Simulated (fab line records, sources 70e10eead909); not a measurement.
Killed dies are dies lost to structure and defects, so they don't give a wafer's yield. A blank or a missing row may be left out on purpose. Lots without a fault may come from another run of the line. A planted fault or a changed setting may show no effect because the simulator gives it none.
fab line records | flow nand_harc
record lots=6 wafers=18 last_day=23
route steps=1159 shown P_M1@315 P_M2@318 END@1159
lots that met no fault: from a run of the same line without faults
start_h: hours from the record's first day to the start of the lot's first wafer shown | wait_h: hours since the lot's step before | " the same as in the row above | L1.1+2: a row that stands for several wafers | - no value, or no start given | * or withheld: withheld | < > ~ a bound
route shown NAME@n: a module of which the file shows steps, and the number in the route of the first | usual: mean/standard deviation of fault-free wafers | same: alike in all rows | chamber/n: place in a boat | sites: the reading at each site | _std_site: their standard deviation | _edge_site: outer sites' mean less inner sites' | radius_mm: how far each site lies from the wafer's centre | mask NAME#n: copy n | behind: the tool/chamber that last shaped the wafer | hold: why the lot was held/for how many hours/how that ended | device: the transistor (n, p or np) that didn't switch | end of line: the same wafers' tests at the end of the route | a step without rows: its recipe alone | killed: dies lost to structure and defects at the first sort, not the wafer's yield | map: a wafer's dies, x killed, . not, _ none there
set.NAME: the setting as run; set.NAME@STEP: as run at that earlier step | model.NAME: the simulator's own value behind a step, which no gauge read
lots at some steps of the route; a table a step, a row a wafer
services: from which hour (start_h, from the record's first day; less than 0 if before it) a tool's chamber was out of use, for how many hours, and why
## steps
# step NHARC_P_M1_INSPECT_27
# usual raw_defect_count=307/110
# columns lot.wafer tool chamber start_h wait_h raw_defect_count
L422.3 defect_inspect-01 - 132.71 0.0 342
L422.4 " - " " 644
L422.6 " - " " 280
L436.2 defect_inspect-01 - 204.46 0.0 341
L436.4 " - " " 344
L436.6 " - " " 277
L435.1 defect_inspect-02 - 205.09 0.0 304
L435.2 " - " " 193
L435.3 " - " " 271
L439.1 defect_inspect-02 - 221.55 0.0 98
L439.5 " - " " 348
L439.6 " - " " 140
L444.1 defect_inspect-02 - 248.23 0.1 263
L444.2 " - " " 353
L444.5 " - " " 204
L445.1 defect_inspect-01 - 263.77 0.0 402
L445.2 " - " " 366
L445.4 " - " " 259
# step NHARC_P_M1_PRE_CLEAN_32
# recipe time_s=12 temp_c=370 rf_power_w=300 gas=NH3
# usual heater_power_w=649/89
# same time_s=12
# columns lot.wafer tool chamber start_h wait_h heater_power_w
L422.3 pecvd-01 0 132.88 0.2 509
L422.4 " 1 " " 739
L422.6 " 0 " " 505
L436.2 pecvd-03 1 204.53 0.1 746
L436.6 " 1 " " 758
L436.4 " 2 " " 625
L435.2 pecvd-01 0 205.47 0.4 499
L435.3 " 1 " " 624
L435.1 " 2 " " 735
L439.1 pecvd-01 1 221.62 0.1 597
L439.5 " 1 " " 616
L439.6 " 2 " " 743
L444.2 pecvd-03 1 248.31 0.1 658
L444.1 " 2 " " 649
L444.5 " 1 " " 664
L445.2 pecvd-01 0 263.86 0.1 460
L445.1 " 1 " " 697
L445.4 " 2 " " 757
# step NHARC_P_M1_DEP_33
# recipe target_thk_a=300 temp_c=370 target_thk_nm=30 pressure_torr=3 flow_sccm=200 rf_w=450 material=SiCN
# usual heater_power_w=605/86
# columns lot.wafer tool chamber start_h wait_h heater_power_w
L422.3 pecvd-01 0 133.09 0.2 451
L422.4 " 1 " " 666
L422.6 " 0 " " 443
L436.2 pecvd-03 1 204.61 0.1 669
L436.6 " 1 " " 668
L436.4 " 2 " " 711
L435.2 pecvd-01 0 205.55 0.1 407
L435.3 " 1 " " 622
L435.1 " 2 " " 717
L439.1 pecvd-01 1 221.70 0.1 631
L439.5 " 1 " " 622
L439.6 " 2 " " 690
L444.2 pecvd-03 1 248.42 0.1 694
L444.1 " 2 " " 604
L444.5 " 1 " " 686
L445.2 pecvd-01 0 263.97 0.1 473
L445.1 " 1 " " 634
L445.4 " 2 " " 680
# step NHARC_P_M2_DEP_00
# recipe target_thk_a=1825 target_thk_nm=182.5 temp_c=withheld pressure_torr=5 flow_sccm=200 rf_w=600 material=SiOC
# step NHARC_P_M2_DEHYDRATE_01
# recipe temp_c=150 time_s=120
# step NHARC_P_M2_HMDS_02
# recipe time_s=30
# step NHARC_P_M2_COAT_34
# recipe temp_c=200 time_s=65
# step NHARC_P_M2_COAT_03
# recipe spin_rpm=1500 resist_thk_nm=90
# step NHARC_P_M2_SOFTBAKE_04
# recipe temp_c=105 time_s=55
# step NHARC_P_M2_EBR_05
# step NHARC_P_M2_EXPOSE_06
# recipe na=1.35 target_cd_nm=170 dose_mj=80.78 mask_id=P_M2
# step NHARC_P_M2_PEB_07
# recipe peb_temp_c=100 peb_time_s=65
# usual heater_power_total_W=156.6/0.42 plate_temp_C=100.00/0.13
# columns lot.wafer tool chamber start_h wait_h heater_power_total_W plate_temp_C
L422.3 litho_track-01 0 134.38 0.0 156.1 100.16
L422.4 " 0 " " 156.9 99.89
L422.6 " 0 " " 157.1 99.92
L436.2 litho_track-04 0 205.78 0.1 156.2 99.91
L436.4 " 0 " " 157.0 100.01
L436.6 " 0 " " 156.7 99.96
L435.1 litho_track-04 0 206.70 0.1 156.7 100.17
L435.2 " 0 " " 156.6 100.08
L435.3 " 0 " " 157.2 100.22
L439.1 litho_track-06 0 222.87 0.1 157.0 100.25
L439.5 " 0 " " 156.0 100.17
L439.6 " 0 " " 156.7 99.97
L444.1 litho_track-01 0 249.52 0.1 187.7 113.95
L444.2 " 0 " " 187.5 114.23
L444.5 " 0 " " 187.3 114.04
L445.1 litho_track-01 0 265.07 0.1 187.6 114.15
L445.2 " 0 " " 187.5 114.32
L445.4 " 0 " " 187.1 113.97
# step NHARC_P_M2_DEVELOP_08
# recipe develop_time_s=35 dev_temp_c=23
# step NHARC_P_M2_CD_MEAS_09
# recipe target_cd_nm=170 landing_energy_ev=500
# usual cd_nm=170.0/0.6
# columns lot.wafer tool chamber start_h wait_h hold cd_nm
L422.3 cd_sem-03 0 134.47 - - 170.6
L422.4 " 0 " " - 169.2
L422.6 " 0 " " - 169.7
L436.2 cd_sem-01 0 205.86 - - 170.9
L436.4 " 0 " " - 170.1
L436.6 " 0 " " - 169.2
L435.1 cd_sem-03 0 206.78 - - 170.6
L435.2 " 0 " " - 170.7
L435.3 " 0 " " - 170.8
L439.1 cd_sem-02 0 222.95 - - 170.9
L439.5 " 0 " " - 170.0
L439.6 " 0 " " - 170.2
L444.1 cd_sem-01 0 249.60 - await_dispo/0.2h/release 206.7
L444.2 " 0 " " await_dispo/0.2h/release 206.1
L444.5 " 0 " " await_dispo/0.2h/release 206.3
L444.1 cd_sem-01 0 - - - 206.4
L444.2 " 0 " " - 205.9
L444.5 " 0 " " - 206.1
L445.1 cd_sem-03 0 265.14 - await_dispo/0.2h/release 206.1
L445.2 " 0 " " await_dispo/0.2h/release 206.4
L445.4 " 0 " " await_dispo/0.2h/release 206.4
L445.1 cd_sem-03 0 - - - 206.1
L445.2 " 0 " " - 206.6
L445.4 " 0 " " - 205.8
# step NHARC_END_SORT_01
# recipe temp_c=25
# usual defect_limited_yield=95.2/1.6 killed_at_array=29/11 killed_at_other=0.6/0.75 killed_at_periphery=3.1/2.1 killed_dies=32/11 killed_open=3.0/1.8 killed_short=1.8/1.3 sort_bin_2_pct=1.5/0.7 sort_bin_3_pct=0.26/0.22 sort_bin_4_pct=3.0/1 sort_n_pass=645/11 sort_rim_yield_pct=94.9/3 sort_yield_pct=95.2/1.6
# same gross_dies=677 sort_bin_5_pct[%]=0 sort_bin_6_pct[%]=0 sort_bin_7_pct[%]=0 sort_bin_8_pct[%]=0 sort_rim_n_gross=106.00
# columns lot.wafer tool chamber start_h wait_h defect_limited_yield[%] killed_at_array killed_at_other killed_at_periphery killed_dies killed_open killed_short sort_bin_2_pct[%] sort_bin_3_pct[%] sort_bin_4_pct[%] sort_n_pass sort_rim_yield_pct[%] sort_yield_pct[%]
L422.3 prober-01 0 468.43 3.1 98.1 10 0 3 13 2 3 0.4 0.30 1.2 664 98.1 98.1
L422.4 prober-01 0 469.23 3.4 97.6 15 0 1 16 2 2 0.1 0.30 1.9 661 98.1 97.6
L422.6 prober-01 0 470.82 4.0 97.6 12 2 2 16 1 6 0.7 0.15 1.5 661 98.1 97.6
L436.2 prober-01 0 515.63 2.8 94.8 28 2 5 35 5 1 2.2 0.30 2.7 642 93.4 94.8
L436.4 prober-01 0 517.22 3.4 94.2 37 1 1 39 1 4 1.6 0.30 3.8 638 92.5 94.2
L436.6 prober-01 0 518.82 4.0 95.9 25 2 1 28 3 1 1.0 0.15 3.0 649 96.2 95.9
L435.1 prober-01 0 522.63 2.5 96.5 20 0 4 24 3 2 0.4 0.30 2.8 653 96.2 96.5
L435.2 prober-01 0 523.43 2.8 95.9 20 1 7 28 3 1 0.9 0.15 3.1 649 94.3 95.9
L435.3 prober-01 0 524.23 3.1 95.6 26 0 4 30 4 1 1.6 0.30 2.5 647 96.2 95.6
L439.1 prober-02 0 542.60 2.5 95.9 27 0 1 28 2 1 1.9 0.15 2.1 649 94.3 95.9
L439.5 prober-02 0 545.78 3.7 95.4 30 0 1 31 1 5 1.3 0.30 3.0 646 93.4 95.4
L439.6 prober-02 0 546.58 4.0 95.0 30 0 4 34 6 3 2.2 0.59 2.2 643 93.4 95.0
# killed by level:class
L422.3 A_CONTACT:chamber_film_flake=3 A_CONTACT:geometric_particle:short=2 P_GATE:geometric_particle:open=1 P_CONTACT:geometric_particle:short=1 A_CONTACT:geometric_particle:open=1 P_M2:chamber_film_flake=1 A_ZERO_WELL:chamber_film_flake=1 A_CHANNEL_HOLE_D1:chamber_film_flake=1
L422.4 A_CHANNEL_HOLE_D1:chamber_film_flake=4 A_CONTACT:chamber_film_flake=3 A_BLC:geometric_particle:open=2 A_ZERO_WELL:chamber_film_flake=2 A_SGD_CUT:geometric_particle:short=1 A_WL_FILL:geometric_particle:short=1 P_M2:chamber_film_flake=1 A_CHANNEL_FILL_D1:chamber_film_flake=1
L422.6 A_CONTACT:chamber_film_flake=3 A_M0:geometric_particle:short=2 P_CONTACT:geometric_particle:short=1 A_SGD_CUT:geometric_particle:short=1 A_WL_FILL:geometric_particle:short=1 A_CONTACT:geometric_particle:open=1 P_M2:chamber_film_flake=1 STARTING-WAFER:geometric_particle:short=1
L436.2 A_CHANNEL_HOLE_D1:chamber_film_flake=14 A_STAIRCASE:chamber_film_flake=6 A_CONTACT:geometric_particle:open=2 P_GATE:chamber_film_flake=2 A_SLIT:chamber_film_flake=2 A_WL_FILL:chamber_film_flake=2 THIN_TSV:chamber_film_flake=2 P_GATE:geometric_particle:open=1
L436.4 A_CHANNEL_HOLE_D1:chamber_film_flake=16 A_STAIRCASE:chamber_film_flake=7 A_SLIT:chamber_film_flake=5 A_WL_FILL:geometric_particle:short=3 A_WL_FILL:chamber_film_flake=3 A_CHANNEL_FILL_D1:geometric_particle:short=1 A_BLC:geometric_particle:open=1 P_GATE:chamber_film_flake=1
L436.6 A_CHANNEL_HOLE_D1:chamber_film_flake=14 A_STAIRCASE:chamber_film_flake=4 A_SLIT:chamber_film_flake=2 THIN_TSV:chamber_film_flake=2 P_M0:geometric_particle:open=1 A_CHANNEL_HOLE_D1:geometric_particle:short=1 A_CHANNEL_HOLE_D1:geometric_particle:open=1 A_CONTACT:geometric_particle:open=1
L435.1 A_CHANNEL_HOLE_D1:chamber_film_flake=7 P_BONDPAD:chamber_film_flake=4 A_CONTACT:chamber_film_flake=3 A_CONTACT:geometric_particle:open=2 A_ZERO_WELL:chamber_film_flake=2 A_STAIRCASE:chamber_film_flake=2 A_SOURCE_PLATE:geometric_particle:short=1 A_ONON_D1:geometric_particle:open=1
L435.2 A_CHANNEL_HOLE_D1:chamber_film_flake=12 P_GATE:chamber_film_flake=3 P_BONDPAD:chamber_film_flake=2 A_ZERO_WELL:chamber_film_flake=2 P_CONTACT:geometric_particle:open=1 P_M0:geometric_particle:open=1 A_SOURCE_PLATE:geometric_particle:short=1 A_CONTACT:geometric_particle:open=1
L435.3 A_CHANNEL_HOLE_D1:chamber_film_flake=16 P_BONDPAD:chamber_film_flake=3 A_STAIRCASE:chamber_film_flake=2 A_CONTACT:chamber_film_flake=2 A_SOURCE_PLATE:geometric_particle:open=1 A_CHANNEL_HOLE_D1:geometric_particle:open=1 A_WL_FILL:geometric_particle:open=1 A_CONTACT:geometric_particle:open=1
L439.1 A_CHANNEL_HOLE_D1:chamber_film_flake=15 A_STAIRCASE:chamber_film_flake=6 A_CONTACT:chamber_film_flake=2 A_SOURCE_PLATE:geometric_particle:short=1 A_WL_FILL:geometric_particle:open=1 A_CONTACT:geometric_particle:open=1 P_GATE:chamber_film_flake=1 A_WL_FILL:chamber_film_flake=1
L439.5 A_CHANNEL_HOLE_D1:chamber_film_flake=12 A_STAIRCASE:chamber_film_flake=6 A_CONTACT:chamber_film_flake=3 A_CHANNEL_HOLE_D1:geometric_particle:short=2 A_M0:chamber_film_flake=2 P_GATE:geometric_particle:short=1 A_SOURCE_PLATE:geometric_particle:short=1 A_WL_FILL:geometric_particle:short=1
L439.6 A_CHANNEL_HOLE_D1:chamber_film_flake=17 A_STAIRCASE:chamber_film_flake=4 P_GATE:geometric_particle:short=1 P_CONTACT:geometric_particle:open=1 P_M0:geometric_particle:open=1 A_SOURCE_PLATE:geometric_particle:open=1 A_SOURCE_PLATE:geometric_particle:short=1 A_CHANNEL_FILL_D1:geometric_particle:open=1
## services
# columns tool chamber start_h hours kind
pecvd-03 - 111.27 13.0 pm
pecvd-03 0 111.27 13.0 vent_cycle
pecvd-03 1 111.27 13.0 vent_cycle
pecvd-03 2 111.27 13.0 vent_cycle
litho_track-06 - 117.00 7.0 pm
pecvd-03 0 124.27 - clean
pecvd-03 1 124.27 - clean
pecvd-03 2 124.27 - clean
pecvd-01 2 124.68 12.8 repair
pecvd-01 2 137.55 13.5 repair
litho_track-04 - 141.00 7.0 pm
litho_track-01 - 154.37 - consumable_replace:filter
pecvd-01 2 157.18 8.7 repair
pecvd-01 - 167.42 7.7 repair
litho_track-04 - 182.20 - consumable_replace:filter
litho_track-06 - 183.95 - consumable_replace:filter
pecvd-01 - 237.16 13.0 pm
pecvd-01 0 237.16 13.0 vent_cycle
pecvd-01 1 237.16 13.0 vent_cycle
pecvd-01 2 237.16 13.0 vent_cycle
pecvd-01 0 250.16 - clean
pecvd-01 1 250.16 - clean
pecvd-01 2 250.16 - clean
## key
first_sign step=NHARC_P_M2_PEB_07 reading=plate_temp_C direction=up sigmas=99+ usual=* struck=*
effect step=NHARC_P_M2_PEB_07 reading=heater_power_total_W direction=up sigmas=74 usual=* struck=*
effect step=NHARC_P_M2_CD_MEAS_09 reading=visit direction=added
effect step=NHARC_P_M2_CD_MEAS_09 reading=cd_nm direction=up sigmas=60 usual=170.0 struck=206.3
met_at NHARC_P_M2_PEB_07
struck_wafers L444.1,L444.2,L444.5,L445.1,L445.2,L445.4
scrapped_behind NHARC_P_M2_CD_MEAS_09 L444.1,L444.2,L444.5,L445.1,L445.2,L445.4
onset_between 134.38 249.52
fault kind=process_parameter_drift tool=litho_track-01 chamber=- onset_h=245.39 steps=NHARC_P_M2_PEB_07 channel=peb_temp_c offset=* shape=step end_h=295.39 acts_in=* stated=*
